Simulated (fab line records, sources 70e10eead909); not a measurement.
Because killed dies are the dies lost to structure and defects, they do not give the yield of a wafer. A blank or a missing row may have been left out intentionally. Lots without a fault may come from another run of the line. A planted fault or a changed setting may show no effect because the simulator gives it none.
fab line records + flow nand-harc
[record]
- lots = 13
- wafers = 39
- last-day = 24
route steps=1159 shown A_ZERO_WELL@405 A_ONON_D1@427 A_CHANNEL_HOLE_D1@450 END@1159
lots untouched by any fault: they come from a run of this same line in which no faults occurred
start-h: hours from the record's opening day to when the first of the lot's shown wafers began + wait-h: time in hours since the lot's previous step + " same as the row above + L1.1+2: several wafers, shown together as one row + - no value present, or no start provided + * or withheld: withheld + < > ~ a bound
route shown NAME@n: names a module that has steps shown in the file, with the first one's number in the route + usual: mean and standard deviation over wafers with no fault + same: alike in all rows + chamber/n: place in a boat + sites: readings site by site + _std_site: how widely they spread, as a standard deviation + _edge_site: inner sites' mean taken away from outer sites' mean + radius-mm: for every site, how far away it sits from the centre of the wafer + mask NAME#n: copy n + behind: tool/chamber where the wafer was last shaped + hold: why the lot went on hold/how many hours it stayed there/how the hold came to an end + device: names the non-switching transistor (n, p or np) + end of line: tests run on the same wafers once the route is complete + a step without rows: its recipe alone + killed: dies that structure and defects cost at the first sort, which is not the same as the wafer's yield + map: a wafer's dies, x killed, . not, _ none there
set.NAME: setting as actually run; set.NAME@STEP: the setting as run at that earlier step + model.NAME: the simulator's own value behind a step, which no gauge read
a sample of lots followed through the steps of the route, with each step as a table and each wafer as a row
services: from which hour (start-h, from the record's first day; less than 0 if before it) a tool's chamber was out of use, for how many hours, and why
[[steps]]
[step NHARC_A_ZERO_WELL_ETCH_13]
[recipe]
- target-depth-a = 1200
- time-s = 40.1
- hbr-flow-sccm = 150
- cl2-flow-sccm = 50
- rf-w = 400
- icp-w = 400
- bias-w = 100
- chemistry = HBr/Cl2
[usual]
- drypump-motor-current-A = 5.8/0.38
- oes-product-au = 1.006/0.0093
- throttle-valve-pct = 26.406/0.0095
[same]
- time-s = 40.1
| lot.wafer | tool      | chamber | start-h | wait-h | drypump-motor-current-A | oes-product-au | rf-hours-counter-h | throttle-valve-pct |
|-----------|-----------|---------|---------|--------|-------------------------|----------------|--------------------|--------------------|
| L199.1    | rie-si-05 | 0       | 127.91  | -      | 5.9                     | 0.999          | 0.3                | 26.397             |
| L199.4    | "         | 1       | "       | "      | 6.1                     | 0.997          | 0.4                | 26.399             |
| L199.5    | "         | 3       | "       | "      | 5.4                     | 1.003          | -                  | 26.408             |
| L201.3    | rie-si-06 | 2       | 153.03  | -      | 5.3                     | 0.994          | 1.1                | 26.403             |
| L201.4    | "         | 0       | "       | "      | 5.5                     | 1.002          | 0.9                | 26.411             |
| L201.5    | "         | 3       | "       | "      | 5.9                     | 0.995          | -                  | 26.407             |
| L207.3    | rie-si-01 | 3       | 179.23  | -      | 5.3                     | 1.012          | 0.3                | 26.404             |
| L207.1    | "         | 2       | "       | "      | 6.0                     | 1.012          | 0.3                | 26.394             |
| L207.6    | "         | 3       | "       | "      | 5.3                     | 1.004          | -                  | 26.396             |
| L208.1    | rie-si-06 | 2       | 192.33  | -      | 5.3                     | 1.011          | 0.0                | 26.409             |
| L208.3    | "         | 3       | "       | "      | 5.9                     | 1.003          | 0.0                | 26.397             |
| L208.5    | "         | 2       | "       | "      | 5.3                     | 1.004          | -                  | 26.404             |
| L213.4    | rie-si-01 | 3       | 225.14  | -      | 5.3                     | 0.995          | 0.7                | 26.406             |
| L213.3    | "         | 0       | "       | "      | 5.7                     | 1.023          | 0.7                | 26.429             |
| L213.6    | "         | 1       | "       | "      | 5.8                     | 1.012          | -                  | 26.408             |
| L214.1    | rie-si-06 | 1       | 225.74  | -      | 6.6                     | 1.010          | 0.3                | 26.399             |
| L214.6    | "         | 2       | "       | "      | 5.3                     | 1.011          | -                  | 26.407             |
| L214.5    | "         | 3       | "       | "      | 6.0                     | 0.997          | -                  | 26.429             |
| L215.1    | rie-si-01 | 3       | 230.38  | -      | 5.3                     | 1.001          | 0.7                | 26.396             |
| L215.3    | "         | 0       | "       | "      | 5.7                     | 1.023          | 0.7                | 26.416             |
| L215.2    | "         | 2       | "       | "      | 6.0                     | 0.998          | 0.7                | 26.415             |
| L216.3    | rie-si-06 | 0       | 232.92  | -      | 5.5                     | 1.002          | 0.2                | 26.399             |
| L216.6    | "         | 0       | "       | "      | 5.5                     | 1.003          | -                  | 26.404             |
| L216.5    | "         | 1       | "       | "      | 6.6                     | 1.014          | -                  | 26.406             |
| L218.4    | rie-si-01 | 2       | 241.89  | -      | 5.9                     | 1.007          | 0.7                | 26.410             |
| L218.2    | "         | 3       | "       | "      | 5.3                     | 0.990          | 0.8                | 26.411             |
| L218.6    | "         | 2       | "       | "      | 5.9                     | 1.011          | -                  | 26.409             |
| L219.2    | rie-si-05 | 3       | 248.15  | -      | 5.4                     | 1.007          | 0.0                | 26.399             |
| L219.1    | "         | 2       | "       | "      | 6.0                     | 1.000          | 0.0                | 26.404             |
| L219.5    | "         | 3       | "       | "      | 5.4                     | 1.010          | -                  | 26.414             |
| L221.3    | rie-si-06 | 2       | 259.53  | -      | 5.3                     | 1.000          | 0.5                | 26.407             |
| L221.1    | "         | 0       | "       | "      | 5.5                     | 0.995          | 0.5                | 26.399             |
| L221.5    | "         | 2       | "       | "      | 5.3                     | 1.004          | -                  | 26.401             |
| L220.2    | rie-si-01 | 0       | 260.17  | -      | 5.7                     | 1.029          | 1.0                | 26.402             |
| L220.4    | "         | 1       | "       | "      | 5.8                     | 1.014          | 0.9                | 26.396             |
| L220.6    | "         | 3       | "       | "      | 5.3                     | 1.005          | -                  | 26.417             |
| L222.3    | rie-si-01 | 1       | 286.01  | -      | 5.8                     | 1.014          | 1.0                | 26.413             |
| L222.2    | "         | 3       | "       | "      | 5.3                     | 0.997          | 1.2                | 26.402             |
| L222.1    | "         | 0       | "       | "      | 5.7                     | 1.026          | 1.2                | 26.404             |
[step NHARC_A_ONON_D1_THK_MEAS_05]
[recipe]
- thk-meas-gauge = ellipsometry
[usual]
- thk-nm = 999/10
| lot.wafer | tool          | chamber | start-h | wait-h | thk-nm |
|-----------|---------------|---------|---------|--------|--------|
| L199.1    | film-metro-02 | -       | 150.62  | -      | 990    |
| L199.4    | "             | -       | "       | "      | 989    |
| L199.5    | "             | -       | "       | "      | 991    |
| L201.3    | film-metro-02 | -       | 175.51  | -      | 1000   |
| L201.4    | "             | -       | "       | "      | 1001   |
| L201.5    | "             | -       | "       | "      | 1001   |
| L207.1    | film-metro-01 | -       | 202.06  | -      | 993    |
| L207.3    | "             | -       | "       | "      | 993    |
| L207.6    | "             | -       | "       | "      | 993    |
| L208.1    | film-metro-01 | -       | 215.04  | -      | 1002   |
| L208.3    | "             | -       | "       | "      | 1001   |
| L208.5    | "             | -       | "       | "      | 1000   |
| L214.1    | film-metro-01 | -       | 247.72  | -      | 1007   |
| L214.5    | "             | -       | "       | "      | 1006   |
| L214.6    | "             | -       | "       | "      | 1006   |
| L213.3    | film-metro-02 | -       | 247.72  | -      | 1009   |
| L213.4    | "             | -       | "       | "      | 1010   |
| L213.6    | "             | -       | "       | "      | 1009   |
| L216.3    | film-metro-02 | -       | 255.00  | -      | 1000   |
| L216.5    | "             | -       | "       | "      | 1002   |
| L216.6    | "             | -       | "       | "      | 1002   |
| L215.1    | film-metro-01 | -       | 255.00  | -      | 981    |
| L215.2    | "             | -       | "       | "      | 981    |
| L215.3    | "             | -       | "       | "      | 979    |
| L218.2    | film-metro-01 | -       | 264.56  | -      | 992    |
| L218.4    | "             | -       | "       | "      | 992    |
| L218.6    | "             | -       | "       | "      | 993    |
| L219.1    | film-metro-01 | -       | 271.06  | -      | 1009   |
| L219.2    | "             | -       | "       | "      | 1010   |
| L219.5    | "             | -       | "       | "      | 1009   |
| L220.2    | film-metro-02 | -       | 282.07  | -      | 1009   |
| L220.4    | "             | -       | "       | "      | 1012   |
| L220.6    | "             | -       | "       | "      | 1009   |
| L221.1    | film-metro-01 | -       | 282.07  | -      | 1013   |
| L221.3    | "             | -       | "       | "      | 1014   |
| L221.5    | "             | -       | "       | "      | 1015   |
| L222.1    | film-metro-02 | -       | 309.75  | -      | 989    |
| L222.2    | "             | -       | "       | "      | 989    |
| L222.3    | "             | -       | "       | "      | 989    |
[step NHARC_A_ONON_D1_DEP_09]
[recipe]
- target-thk-a = 10000
- n2-flow-sccm = 2750
- n2o-flow-sccm = 2000
- nh3-flow-sccm = 500
- sih4-flow-sccm = 210
- temp-c = 400
[usual]
- susceptor-temp-C = 399.96/0.23
| lot.wafer | tool          | chamber | start-h | wait-h | susceptor-temp-C |
|-----------|---------------|---------|---------|--------|------------------|
| L199.1    | pecvd-onon-04 | 0       | 151.25  | 0.1    | 399.84           |
| L199.4    | "             | 0       | "       | "      | 399.72           |
| L199.5    | "             | 0       | "       | "      | 400.13           |
| L201.3    | pecvd-onon-01 | 0       | 176.25  | 0.2    | 400.00           |
| L201.4    | "             | 0       | "       | "      | 399.75           |
| L201.5    | "             | 0       | "       | "      | 400.30           |
| L207.1    | pecvd-onon-04 | 0       | 202.68  | 0.1    | 400.11           |
| L207.3    | "             | 0       | "       | "      | 399.79           |
| L207.6    | "             | 0       | "       | "      | 399.84           |
| L208.1    | pecvd-onon-04 | 0       | 215.66  | 0.1    | 400.40           |
| L208.3    | "             | 0       | "       | "      | 400.25           |
| L208.5    | "             | 0       | "       | "      | 399.95           |
| L214.1    | pecvd-onon-02 | 0       | 248.34  | 0.1    | 399.98           |
| L214.5    | "             | 0       | "       | "      | 400.15           |
| L214.6    | "             | 0       | "       | "      | 399.95           |
| L213.3    | pecvd-onon-01 | 0       | 248.46  | 0.2    | 399.87           |
| L213.4    | "             | 0       | "       | "      | 399.67           |
| L213.6    | "             | 0       | "       | "      | 399.81           |
| L216.3    | pecvd-onon-02 | 0       | 255.74  | 0.2    | 400.02           |
| L216.5    | "             | 0       | "       | "      | 400.18           |
| L216.6    | "             | 0       | "       | "      | 400.44           |
| L215.1    | pecvd-onon-01 | 0       | 255.90  | 0.2    | 399.74           |
| L215.2    | "             | 0       | "       | "      | 400.01           |
| L215.3    | "             | 0       | "       | "      | 399.76           |
| L218.2    | pecvd-onon-02 | 0       | 265.26  | 0.1    | 400.34           |
| L218.4    | "             | 0       | "       | "      | 399.96           |
| L218.6    | "             | 0       | "       | "      | 399.77           |
| L219.1    | pecvd-onon-02 | 0       | 271.68  | 0.1    | 399.91           |
| L219.2    | "             | 0       | "       | "      | 399.97           |
| L219.5    | "             | 0       | "       | "      | 399.98           |
| L221.1    | pecvd-onon-01 | 0       | 282.70  | 0.1    | 400.15           |
| L221.3    | "             | 0       | "       | "      | 399.76           |
| L221.5    | "             | 0       | "       | "      | 399.98           |
| L220.2    | pecvd-onon-02 | 0       | 282.75  | 0.1    | 400.21           |
| L220.4    | "             | 0       | "       | "      | 400.19           |
| L220.6    | "             | 0       | "       | "      | 399.90           |
| L222.1    | pecvd-onon-02 | 0       | 310.37  | 0.1    | 399.77           |
| L222.2    | "             | 0       | "       | "      | 399.62           |
| L222.3    | "             | 0       | "       | "      | 399.58           |
[step NHARC_A_ONON_D1_THK_MEAS_11]
[recipe]
- thk-meas-gauge = ellipsometry
[usual]
- thk-nm = 1001/9.1
| lot.wafer | tool          | chamber | start-h | wait-h | thk-nm |
|-----------|---------------|---------|---------|--------|--------|
| L199.1    | film-metro-02 | -       | 151.75  | -      | 990    |
| L199.4    | "             | -       | "       | "      | 991    |
| L199.5    | "             | -       | "       | "      | 991    |
| L201.3    | film-metro-01 | -       | 176.64  | -      | 1013   |
| L201.4    | "             | -       | "       | "      | 1011   |
| L201.5    | "             | -       | "       | "      | 1012   |
| L207.1    | film-metro-01 | -       | 203.19  | -      | 712    |
| L207.3    | "             | -       | "       | "      | 712    |
| L207.6    | "             | -       | "       | "      | 710    |
| L208.1    | film-metro-02 | -       | 216.17  | -      | 696    |
| L208.3    | "             | -       | "       | "      | 699    |
| L208.5    | "             | -       | "       | "      | 695    |
| L214.1    | film-metro-01 | -       | 248.85  | -      | 995    |
| L214.5    | "             | -       | "       | "      | 996    |
| L214.6    | "             | -       | "       | "      | 995    |
| L213.3    | film-metro-02 | -       | 248.85  | -      | 1023   |
| L213.4    | "             | -       | "       | "      | 1022   |
| L213.6    | "             | -       | "       | "      | 1025   |
| L216.3    | film-metro-01 | -       | 256.14  | -      | 1003   |
| L216.5    | "             | -       | "       | "      | 1002   |
| L216.6    | "             | -       | "       | "      | 1003   |
| L215.1    | film-metro-01 | -       | 256.40  | -      | 1007   |
| L215.2    | "             | -       | "       | "      | 1006   |
| L215.3    | "             | -       | "       | "      | 1007   |
| L218.2    | film-metro-02 | -       | 265.71  | -      | 986    |
| L218.4    | "             | -       | "       | "      | 984    |
| L218.6    | "             | -       | "       | "      | 985    |
| L219.1    | film-metro-01 | -       | 272.20  | -      | 990    |
| L219.2    | "             | -       | "       | "      | 992    |
| L219.5    | "             | -       | "       | "      | 990    |
| L221.1    | film-metro-02 | -       | 283.21  | -      | 1004   |
| L221.3    | "             | -       | "       | "      | 1006   |
| L221.5    | "             | -       | "       | "      | 1007   |
| L220.2    | film-metro-01 | -       | 283.22  | -      | 1019   |
| L220.4    | "             | -       | "       | "      | 1017   |
| L220.6    | "             | -       | "       | "      | 1020   |
| L222.1    | film-metro-02 | -       | 310.88  | -      | 994    |
| L222.2    | "             | -       | "       | "      | 992    |
| L222.3    | "             | -       | "       | "      | 995    |
[step NHARC_A_CHANNEL_HOLE_D1_DEP_00]
[recipe]
- target-thk-a = 31000
- temp-c = 400
- material = aC
[usual]
- susceptor-temp-C = 399.97/0.21
- throttle-valve-pct = 35.001/0.0096
| lot.wafer | tool       | chamber | start-h | wait-h | susceptor-temp-C | throttle-valve-pct |
|-----------|------------|---------|---------|--------|------------------|--------------------|
| L199.1    | acl-dep-01 | 0       | 166.04  | 0.1    | 400.35           | 35.008             |
| L199.4    | "          | 0       | "       | "      | 399.92           | 35.007             |
| L199.5    | "          | 0       | "       | "      | 400.02           | 35.004             |
| L201.3    | acl-dep-01 | 0       | 191.66  | 0.7    | 399.65           | 34.988             |
| L201.4    | "          | 0       | "       | "      | 400.00           | 35.005             |
| L201.5    | "          | 0       | "       | "      | 399.89           | 35.001             |
| L214.1    | acl-dep-01 | 0       | 259.66  | 1.5    | 400.03           | 34.992             |
| L214.5    | "          | 0       | 260.93  | 2.7    | 399.91           | 35.009             |
| L214.6    | "          | 0       | "       | "      | 400.08           | 35.011             |
| L213.3    | acl-dep-02 | 0       | 261.15  | 2.7    | 399.36           | 34.988             |
| L213.4    | "          | 0       | "       | "      | 399.54           | 35.007             |
| L213.6    | "          | 0       | "       | "      | 399.75           | 34.991             |
| L216.3    | acl-dep-02 | 0       | 267.39  | 0.7    | 399.85           | 34.990             |
| L216.5    | "          | 0       | "       | "      | 400.20           | 35.004             |
| L216.6    | "          | 0       | "       | "      | 399.92           | 35.016             |
| L215.1    | acl-dep-01 | 0       | 267.75  | 1.0    | 399.76           | 35.001             |
| L215.2    | "          | 0       | "       | "      | 399.91           | 35.000             |
| L215.3    | "          | 0       | "       | "      | 399.86           | 35.023             |
| L218.2    | acl-dep-02 | 0       | 277.85  | 0.4    | 400.20           | 34.993             |
| L218.4    | "          | 0       | "       | "      | 399.98           | 34.993             |
| L218.6    | "          | 0       | "       | "      | 399.92           | 35.014             |
| L219.1    | acl-dep-02 | 0       | 285.50  | 1.8    | 399.67           | 35.008             |
| L219.2    | "          | 0       | "       | "      | 399.88           | 34.992             |
| L219.5    | "          | 0       | "       | "      | 399.88           | 35.014             |
| L221.1    | acl-dep-03 | 0       | 300.64  | 5.7    | -                | 35.003             |
| L221.3    | "          | 0       | "       | "      | -                | 35.010             |
| L221.5    | "          | 0       | "       | "      | -                | 34.984             |
| L220.2    | acl-dep-02 | 0       | 300.72  | 6.0    | 399.84           | 35.018             |
| L220.4    | "          | 0       | "       | "      | 399.79           | 34.997             |
| L220.6    | "          | 0       | "       | "      | 399.72           | 34.995             |
| L222.1    | acl-dep-01 | 0       | 321.42  | 0.1    | 400.61           | 35.002             |
| L222.2    | "          | 0       | "       | "      | 400.07           | 35.003             |
| L222.3    | "          | 0       | "       | "      | 400.15           | 35.004             |
[step NHARC_END_SORT_01]
[recipe]
- temp-c = 25
[usual]
- killed-at-array = 29/9.4
- killed-at-other = 0.7/1.3
- killed-at-periphery = 2.9/2.1
- killed-dies = 32/9
- killed-open = 3.3/1.8
- killed-short = 1.9/1.4
[same]
- gross-dies = 677
| lot.wafer | tool      | chamber | start-h | wait-h | killed-at-array | killed-at-other | killed-at-periphery | killed-dies | killed-open | killed-short |
|-----------|-----------|---------|---------|--------|-----------------|-----------------|---------------------|-------------|-------------|--------------|
| L207.1    | prober-02 | 0       | 495.48  | 2.5    | 672             | 1               | 4                   | 677         | 4           | 4            |
| L207.3    | prober-02 | 0       | 497.06  | 3.1    | 671             | 0               | 6                   | 677         | 4           | 4            |
| L207.6    | prober-02 | 0       | 499.43  | 3.9    | 676             | 0               | 1                   | 677         | 2           | 1            |
| L208.1    | prober-01 | 0       | 511.00  | 2.5    | 675             | 0               | 2                   | 677         | 2           | 3            |
| L208.3    | prober-01 | 0       | 512.60  | 3.1    | 671             | 0               | 6                   | 677         | 2           | 1            |
| L208.5    | prober-01 | 0       | 514.19  | 3.7    | 675             | 0               | 2                   | 677         | 4           | 1            |
// killed by level:class
L207.1 A_ONON_D1:area-dep=645 A_CHANNEL_HOLE_D1:chamber-film-flake=14 A_STAIRCASE:chamber-film-flake=4 P_ZERO_WELL:chamber-film-flake=2 A_CONTACT:chamber-film-flake=2 P_M0:geometric-particle:open=1 P_M0:geometric-particle:short=1 A_SGD_CUT:geometric-particle:short=1
L207.3 A_ONON_D1:area-dep=648 A_CHANNEL_HOLE_D1:chamber-film-flake=11 A_CONTACT:chamber-film-flake=5 A_STAIRCASE:chamber-film-flake=3 P_M0:geometric-particle:open=2 P_GATE:geometric-particle:short=1 P_CONTACT:geometric-particle:open=1 P_M0:geometric-particle:short=1
L207.6 A_ONON_D1:area-dep=642 A_CHANNEL_HOLE_D1:chamber-film-flake=23 A_STAIRCASE:chamber-film-flake=6 A_CONTACT:chamber-film-flake=3 P_CONTACT:geometric-particle:open=1 A_CONTACT:geometric-particle:short=1 A_BLC:geometric-particle:open=1
L208.1 A_ONON_D1:area-dep=651 A_CONTACT:chamber-film-flake=8 A_CHANNEL_HOLE_D1:chamber-film-flake=6 A_WL_FILL:chamber-film-flake=3 A_ONON_D1:geometric-particle:open=2 P_M0:chamber-film-flake=2 A_ONON_D1:geometric-particle:short=1 A_CHANNEL_FILL_D1:geometric-particle:short=1
L208.3 A_ONON_D1:area-dep=656 A_STAIRCASE:chamber-film-flake=4 P_M0:chamber-film-flake=3 A_CONTACT:chamber-film-flake=3 P_STI:chamber-film-flake=2 A_ZERO_WELL:chamber-film-flake=2 A_SGD_CUT:chamber-film-flake=2 A_WL_FILL:chamber-film-flake=2
L208.5 A_ONON_D1:area-dep=651 A_CONTACT:chamber-film-flake=11 A_CHANNEL_HOLE_D1:chamber-film-flake=5 A_CONTACT:geometric-particle:open=3 A_STAIRCASE:chamber-film-flake=2 P_CONTACT:geometric-particle:short=1 A_ONON_D1:geometric-particle:open=1 P_M0:chamber-film-flake=1
[[services]]
| tool          | chamber | start-h | hours | kind       |
|---------------|---------|---------|-------|------------|
| pecvd-onon-02 | -       | 111.33  | 13.0  | pm         |
| acl-dep-01    | -       | 112.45  | 13.0  | pm         |
| rie-si-01     | 1       | 122.17  | 14.7  | repair     |
| rie-si-01     | -       | 127.00  | 9.0   | pm         |
| rie-si-01     | 0       | 127.00  | 9.0   | vent-cycle |
| rie-si-01     | 2       | 127.00  | 9.0   | vent-cycle |
| rie-si-01     | 3       | 127.00  | 9.0   | vent-cycle |
| rie-si-01     | 0       | 136.00  | -     | clean      |
| rie-si-01     | 2       | 136.00  | -     | clean      |
| rie-si-06     | 1       | 140.27  | 4.4   | repair     |
| rie-si-06     | -       | 150.20  | 0.3   | repair     |
| acl-dep-02    | -       | 170.28  | 13.0  | pm         |
| rie-si-05     | 0       | 172.59  | 3.8   | repair     |
| rie-si-06     | -       | 183.00  | 9.0   | pm         |
| pecvd-onon-01 | -       | 195.04  | 13.0  | pm         |
| rie-si-06     | 1       | 214.00  | 2.2   | repair     |
| acl-dep-03    | -       | 225.66  | 13.0  | pm         |
| pecvd-onon-04 | -       | 237.00  | 13.0  | pm         |
| rie-si-05     | -       | 239.00  | 9.0   | pm         |
| rie-si-06     | 0       | 267.10  | 4.6   | repair     |
| rie-si-05     | 0       | 270.58  | 7.7   | repair     |
| pecvd-onon-02 | -       | 292.33  | 13.0  | pm         |
| acl-dep-01    | -       | 293.46  | 13.0  | pm         |
| rie-si-01     | -       | 304.00  | 9.0   | pm         |
[[key]]
[first-sign]
- step = NHARC_A_ONON_D1_THK_MEAS_11
- reading = thk-nm
- direction = down
- sigmas = 33
- usual = 1001
- struck = 704
[effect]
- step = NHARC_END_SORT_01
- reading = killed-dies
- direction = up
- sigmas = 72
- usual = 32
- struck = 677
[more-kills-born-at]
- NHARC_A_ONON_D1_DEP_09@pecvd-onon-04 = 3893
met-at NHARC_A_ONON_D1_DEP_09
struck-lots L207,L208
struck-wafers L207.1,L207.3,L207.6,L208.1,L208.3,L208.5
later-rows-left-out L207.1,L207.3,L207.6,L208.1,L208.3,L208.5
tester-left-out L207,L208
not-acting-at NHARC_A_ZERO_WELL_ETCH_13,NHARC_A_ONON_D1_THK_MEAS_05,NHARC_A_CHANNEL_HOLE_D1_DEP_00
onset-between 151.25 202.68
[fault]
- kind = process-parameter-drift
- tool = pecvd-onon-04
- chamber = 0
- onset-h = 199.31
- steps = NHARC_A_ONON_D1_DEP_09
- channel = target-thk-a
- offset = *
- shape = step
- end-h = 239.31
- acts-in = *
- stated = *
// tester-left-out: of these lots the tester's yield and bins aren't shown, on N5 and GAA mostly nor the transistor test; their killed dies are dies lost to structure and defects alone, not to doping, threshold or leakage, so they don't give the yield
// later-rows-left-out: the simulator's readings of these wafers behind a module that went badly wrong aren't trusted and aren't shown, but for the sort
